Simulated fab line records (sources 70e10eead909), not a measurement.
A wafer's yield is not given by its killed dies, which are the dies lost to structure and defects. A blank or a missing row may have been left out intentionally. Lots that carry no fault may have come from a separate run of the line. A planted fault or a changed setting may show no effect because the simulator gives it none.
fab line records | flow nandHarc
record lots=12 wafers=36 lastDay=33
route steps=1302 shown P_BONDPAD@378 THIN_TSV@1272 END@1302
lots that met no fault: from a run of the same line without faults
startH: the number of hours between the record's first day and the start of the first shown wafer of the lot | waitH: how many hours have passed since the lot's step before this one | " same as the row above | L1.1+2: a row that stands for several wafers | - no value, or no start was given | * or withheld: withheld | < > ~ a bound
route shown NAME@n: names a module that has steps shown in the file, with the first one's number in the route | usual: mean and standard deviation over wafers with no fault | same: alike in all rows | chamber/n: place in a boat | sites: each site's reading | _std_site: standard deviation across them | _edge_site: outer sites' mean less inner sites' | radiusMm: for every site, how far away it sits from the centre of the wafer | mask NAME#n: copy n | behind: the most recent tool/chamber to have shaped the wafer | hold: why the lot was held/for how many hours/how that ended | device: transistor that didn't switch, given as n, p or np | end of line: tests run on the same wafers once the route is complete | a step with no rows: only its recipe | killed: count of dies lost to structure and defects at first sort (not the wafer's yield) | map: per-die view of a wafer (x killed, . not killed, _ where there is no die)
set.NAME: setting as actually run; set.NAME@STEP: the setting as run at that earlier step | model.NAME: the simulator's own value behind a step, which no gauge read
the route's steps for a sample of lots (tables are steps, rows are wafers)
services: from which hour (startH, from the record's first day; less than 0 if before it) a tool's chamber was out of use, for how many hours, and why
## steps
# step NHARC_P_BONDPAD_ECD_18
# recipe targetThkA=4000 bathTempC=25 material=Cu
# columns lot.wafer tool chamber startH waitH
L268.2+3+6 ecdCu-01 0,1,1 137.65 -
L272.1+4+6 ecdCu-02 0 177.81 -
L273.1+2+4 ecdCu-01 0,1,0 184.63 -
L275.2+6+5 ecdCu-02 1,0,1 212.57 -
L276.2+1+4 ecdCu-01 0,1,0 212.94 -
L277.2+4+3 ecdCu-01 1,0,1 225.35 -
L279.2+3+6 ecdCu-01 1,0,1 249.75 -
L280.3+4+5 ecdCu-01 0,1,1 250.54 -
L281.2+4+5 ecdCu-02 1,0,0 268.74 -
L282.1+4+5 ecdCu-01 1,0,1 283.65 -
L285.4+3+6 ecdCu-01 1,0,0 304.65 -
L290.2+1+3 ecdCu-02 1,0,1 357.05 -
# step NHARC_THIN_TSV_PVD_19
# recipe targetThkA=200 chamberPressurePa=5 material=TaN
# usual throttleValvePct=30.3/1.3
# columns lot.wafer tool chamber startH waitH throttleValvePct
L268.2 pvdSputter-01 - - - 29.9
L268.3 " - " " 30.7
L268.6 " - " " 29.7
L273.4 pvdSputter-02 - - - 29.4
L273.1 " - " " 31.9
L273.2 " - " " 30.7
L272.1 pvdSputter-01 - - - 29.5
L272.4 " - " " 28.2
L272.6 " - " " 29.4
L276.4 pvdSputter-01 - - - 30.1
L276.1 " - " " 30.3
L276.2 " - " " 28.6
L275.2 pvdSputter-02 - - - 28.3
L275.5 " - " " 29.6
L275.6 " - " " 32.0
L277.2 pvdSputter-03 - - - 29.8
L277.3 " - " " 29.0
L277.4 " - " " 31.7
L279.3 pvdSputter-01 - - - 29.7
L279.2 " - " " 30.1
L279.6 " - " " 30.3
L280.3 pvdSputter-02 - - - 30.1
L280.4 " - " " 29.2
L280.5 " - " " 31.4
L281.4 pvdSputter-02 - - - 30.0
L281.2 " - " " 31.9
L281.5 " - " " 29.8
L282.5 pvdSputter-01 - - - 28.4
L285.3 pvdSputter-03 - - - 27.6
L290.1 pvdSputter-02 - - - 29.0
L290.3 " - " " 30.0
L290.2 " - " " 32.1
# step NHARC_THIN_TSV_DESCUM_35
# recipe timeS=3 o2FlowSccm=200 arFlowSccm=0 biasPowerW=0 chemistry=O2
# usual drypumpMotorCurrentA=5.9/0.39 oesProductAu=1.005/0.0077 rfVppV=57.6/0.95 showerheadPlenumPTorr=1.91/0.11 throttleValvePct=11.310/0.0096
# columns lot.wafer tool chamber startH waitH drypumpMotorCurrentA oesProductAu rfHoursCounterH rfVppV showerheadPlenumPTorr throttleValvePct
L268.3 rieDiel-09 3 557.05 - 6.2 1.011 3.2 58.0 2.06 11.327
L268.2 " 0 " " 5.5 1.006 3.3 57.5 1.78 11.329
L268.6 " 3 " " 6.2 1.009 - 59.3 2.06 11.320
L273.1 rieDiel-08 0 574.86 - 5.8 1.002 1.3 57.4 1.79 11.316
L273.4 " 2 " " 5.9 0.999 1.3 56.5 1.87 11.310
L273.2 " 3 " " 5.9 0.994 1.5 56.6 2.04 11.308
L272.4 rieDiel-09 2 584.77 - 5.6 1.008 5.1 58.4 1.99 11.291
L272.1 " 0 " " 5.5 0.987 4.9 56.8 1.78 11.319
L272.6 " 2 " " 5.6 0.999 - 57.5 1.99 11.303
L276.2 rieDiel-05 0 612.30 - 5.5 0.995 1.3 58.6 2.04 11.315
L276.1 " 1 " " 5.9 1.015 1.8 57.2 1.96 11.313
L276.4 " 2 " " 5.9 1.006 - 56.3 1.79 11.324
L275.2 rieDiel-09 1 629.84 - 6.0 0.998 5.7 57.0 1.81 11.316
L275.6 " 0 " " 5.6 1.007 - 57.7 1.78 11.284
L275.5 " 1 " " 6.0 1.001 - 56.9 1.81 11.310
L277.3 rieDiel-09 0 643.22 - 5.6 1.004 7.6 56.8 1.78 11.321
L277.2 " 1 " " 6.0 1.009 6.1 56.9 1.81 11.308
L277.4 " 2 " " 5.6 1.010 7.9 58.4 1.99 11.306
L279.3 rieDiel-05 0 656.31 - 5.5 1.012 2.8 58.1 2.04 11.312
L279.2 " 2 " " 5.9 1.004 3.9 57.5 1.79 11.311
L279.6 " 0 " " 5.5 1.006 - 58.8 2.04 11.316
L280.4 rieDiel-08 1 657.63 - 6.8 1.000 5.2 57.4 1.92 11.314
L280.3 " 2 " " 5.9 1.000 5.8 58.1 1.87 11.314
L280.5 " 1 " " 6.8 1.006 - 58.6 1.93 11.315
L281.2 rieDiel-08 3 684.45 - 5.9 1.003 7.6 58.3 2.04 11.310
L281.4 " 2 " " 5.9 0.996 6.8 56.6 1.87 11.300
L281.5 " 0 " " 5.8 1.006 - 55.0 1.79 11.312
L282.5 rieDiel-09 0 695.33 - 5.6 1.005 - 57.4 1.78 11.302
L285.3 rieDiel-09 0 725.86 - 5.6 1.012 2.6 57.4 1.78 11.295
L290.3 rieDiel-09 2 770.23 - 5.6 1.013 4.9 59.5 1.98 11.294
L290.1 " 0 " " 5.5 1.025 5.1 57.2 1.78 11.313
L290.2 " 1 " " 6.0 1.022 5.2 56.1 1.81 11.330
# step NHARC_THIN_TSV_ETCH_59
# recipe targetDepthA=8800 icpW=900 biasW=100 Cl2_flow_sccm=60 bcl3FlowSccm=30 timeS=138.1 chemistry=Cl2/BCl3
# usual drypumpMotorCurrentA=5.9/0.53 oesProductAu=1.000/0.0066 rfFwdPowerW=897/3.1 throttleValvePct=22.265/0.0098
# columns lot.wafer tool chamber startH waitH drypumpMotorCurrentA oesProductAu rfFwdPowerW rfHoursCounterH throttleValvePct
L268.2 rieMetal-03 0 557.17 0.1 6.6 1.007 896 0.5 22.262
L268.3 " 0 " " 6.5 1.000 894 - 22.256
L268.6 " 1 " " 6.0 0.996 898 - 22.258
L273.2 rieMetal-02 1 574.98 0.1 6.1 1.005 893 2.2 22.252
L273.1 " 0 " " 6.0 1.006 901 2.2 22.270
L273.4 " 1 " " 6.1 1.003 896 - 22.277
L272.1 rieMetal-03 1 584.94 0.1 6.0 1.007 897 1.5 22.265
L272.4 " 1 " " 6.0 1.006 898 - 22.280
L272.6 " 0 " " 6.5 1.006 897 - 22.281
L276.1 rieMetal-03 0 612.44 0.1 6.6 0.996 898 1.3 22.267
L276.2 " 1 " " 6.0 1.004 895 1.9 22.276
L276.4 " 0 " " 6.5 0.996 893 - 22.259
L275.2 rieMetal-01 1 629.99 0.1 5.4 1.002 901 0.6 22.261
L275.5 " 0 " " 4.9 1.005 893 - 22.267
L275.6 " 1 " " 5.4 0.994 895 - 22.279
L277.2 rieMetal-03 1 643.35 0.1 6.0 1.011 900 2.4 22.258
L277.3 " 1 " " 6.0 1.002 898 - 22.270
L277.4 " 0 " " 6.5 1.003 894 - 22.257
L279.2 rieMetal-03 1 656.44 0.1 6.0 1.002 900 2.7 22.280
L279.3 " 0 " " 6.5 1.004 898 - 22.269
L279.6 " 1 " " 6.0 0.996 898 - 22.274
L280.3 rieMetal-01 0 657.82 0.2 4.9 1.001 895 - 22.275
L280.4 " 1 " " 5.4 0.997 889 - 22.285
L280.5 " 1 " " 5.4 0.987 891 - 22.286
L281.2 rieMetal-02 1 684.58 0.1 6.1 1.007 892 0.4 22.259
L281.4 " 1 " " 6.1 1.004 890 - 22.267
L281.5 " 1 " " 6.1 1.004 895 - 22.263
L282.5 rieMetal-01 1 695.55 0.2 5.4 1.000 898 - 22.269
L285.3 rieMetal-01 1 726.05 0.2 5.4 0.997 894 - 22.263
L290.2 rieMetal-02 1 770.36 0.1 6.1 1.008 897 2.2 22.246
L290.1 " 0 " " 6.1 0.999 898 2.2 22.260
L290.3 " 1 " " 6.1 1.005 898 - 22.262
# step NHARC_END_SORT_01
# recipe tempC=25
# usual defectLimitedYield=92.9/2.4 killedAtArray=44/16 killedAtOther=0.6/1.1 killedAtPeriphery=3.9/2.6 killedDies=48/16 killedOpen=3.1/1.9 killedShort=2.4/1.8 sort_bin_2_pct=2.6/1 sort_bin_3_pct=0.6/0.39 sort_bin_4_pct=4.0/1.4 sortNPass=629/16 sortRimYieldPct=89/4.3 sortYieldPct=92.9/2.4
# same grossDies=677 sort_bin_5_pct[%]=0 sort_bin_6_pct[%]=0 sort_bin_7_pct[%]=0 sort_bin_8_pct[%]=0 sortRimNGross=106.00
# columns lot.wafer tool chamber startH waitH defectLimitedYield[%] killedAtArray killedAtOther killedAtPeriphery killedDies killedOpen killedShort sort_bin_2_pct[%] sort_bin_3_pct[%] sort_bin_4_pct[%] sortNPass sortRimYieldPct[%] sortYieldPct[%]
L282.1 prober-02 0 704.12 2.5 0 60 1 616 677 3 3 94.2 1.0 4.7 0 0 0
L282.4 prober-02 0 706.53 3.4 0 73 1 603 677 4 1 92.6 1.0 6.4 0 0 0
L282.5 prober-02 0 707.33 3.7 90.8 58 0 4 62 2 3 4.7 0.7 3.7 615 81 90.8
L285.3 prober-02 0 736.39 3.1 93.2 42 0 4 46 4 3 2.1 0.7 4.0 631 91 93.2
L285.4 prober-02 0 737.19 3.4 0 40 0 637 677 0 2 95.7 0.4 3.8 0 0 0
L285.6 prober-02 0 738.79 4.0 0.1 29 0 647 676 2 4 97.2 0.6 2.1 1 1 0.1
# killed by level:class
L282.1 P_BONDPAD:areaEcd=613 A_CHANNEL_HOLE_D1:chamberFilmFlake=31 A_SLIT:chamberFilmFlake=12 A_CHANNEL_HOLE_D2:chamberFilmFlake=7 A_CONTACT:chamberFilmFlake=4 P_GATE:chamberFilmFlake=2 A_CHANNEL_HOLE_D1:geometricParticle:open=1 A_CHANNEL_FILL_D1:geometricParticle:short=1
L282.4 P_BONDPAD:areaEcd=599 A_CHANNEL_HOLE_D1:chamberFilmFlake=37 A_SLIT:chamberFilmFlake=20 A_CHANNEL_HOLE_D2:chamberFilmFlake=7 A_CONTACT:chamberFilmFlake=3 P_GATE:chamberFilmFlake=2 A_WL_FILL:chamberFilmFlake=2 P_CONTACT:geometricParticle:open=1
L282.5 A_CHANNEL_HOLE_D1:chamberFilmFlake=23 A_SLIT:chamberFilmFlake=22 A_CHANNEL_HOLE_D2:chamberFilmFlake=5 A_CONTACT:chamberFilmFlake=4 P_GATE:chamberFilmFlake=2 P_CONTACT:geometricParticle:open=1 P_CONTACT:geometricParticle:short=1 A_CHANNEL_HOLE_D2:geometricParticle:short=1
L285.3 A_SLIT:chamberFilmFlake=16 A_CONTACT:chamberFilmFlake=9 A_STAIRCASE:chamberFilmFlake=7 A_CHANNEL_HOLE_D1:chamberFilmFlake=4 P_STI:chamberFilmFlake=2 P_STI:geometricParticle:short=1 P_M0:geometricParticle:open=1 A_CHANNEL_FILL_D1:geometricParticle:open=1
L285.4 P_BONDPAD:areaEcd=636 A_SLIT:chamberFilmFlake=17 A_STAIRCASE:chamberFilmFlake=6 A_CONTACT:chamberFilmFlake=6 A_CHANNEL_HOLE_D1:chamberFilmFlake=4 A_DECK1_JOINT:chamberFilmFlake=2 A_WL_FILL:chamberFilmFlake=2 A_CHANNEL_HOLE_D2:geometricParticle:short=1
L285.6 P_BONDPAD:areaEcd=645 A_SLIT:chamberFilmFlake=15 A_CHANNEL_HOLE_D1:chamberFilmFlake=3 A_STAIRCASE:chamberFilmFlake=3 A_CONTACT:chamberFilmFlake=3 A_ONON_D2:geometricParticle:short=2 P_STI:geometricParticle:short=1 P_CONTACT:geometricParticle:short=1
## services
# columns tool chamber startH hours kind
rieMetal-03 0 134.23 5.5 repair
pvdSputter-02 - 141.91 3.6 repair
rieDiel-09 - 143.19 9.0 pm
ecdCu-01 - 160.00 8.0 pm
rieMetal-03 - 165.00 9.0 pm
rieDiel-09 3 245.78 16.1 repair
pvdSputter-02 - 282.06 10.0 pm
rieDiel-09 - 320.19 9.0 pm
ecdCu-01 - 336.00 8.0 pm
rieMetal-03 - 342.00 9.0 pm
rieMetal-03 1 351.62 4.3 repair
rieDiel-09 2 391.92 10.0 repair
rieDiel-09 - 398.64 0.2 repair
pvdSputter-02 - 433.05 3.0 repair
rieMetal-03 1 457.94 2.3 repair
pvdSputter-02 - 460.06 10.0 pm
rieDiel-09 - 497.19 9.0 pm
ecdCu-01 - 512.00 8.0 pm
rieMetal-03 - 519.00 9.0 pm
rieDiel-09 1 542.39 13.8 repair
pvdSputter-02 - 544.66 4.3 repair
rieDiel-09 - 674.21 9.0 pm
ecdCu-01 - 688.00 8.0 pm
rieDiel-09 3 748.16 3.1 repair
## key
firstSign step=NHARC_END_SORT_01 reading=killedAtPeriphery direction=up sigmas=99+ usual=3.9 struck=625.8
effect step=NHARC_END_SORT_01 reading=sort_bin_2_pct direction=up sigmas=89 usual=2.6 struck=94.9
moreKillsBornAt NHARC_P_BONDPAD_ECD_18@ecdCu-01=2493
metAt NHARC_P_BONDPAD_ECD_18
struckLots L282,L285
struckWafers L282.1,L282.4,L285.4,L285.6
laterRowsLeftOut L282.1,L282.4,L285.4,L285.6
notActingAt NHARC_THIN_TSV_PVD_19,NHARC_THIN_TSV_DESCUM_35,NHARC_THIN_TSV_ETCH_59
onsetBetween 250.54 283.65
fault kind=processParameterDrift tool=ecdCu-01 chamber=- onsetH=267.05 steps=NHARC_P_BONDPAD_ECD_18 channel=targetThkA offset=* shape=step endH=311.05 scope=struckWafersOnly actsIn=* stated=*
# laterRowsLeftOut: the simulator's readings of these wafers behind a module that went badly wrong aren't trusted and aren't shown, but for the sort
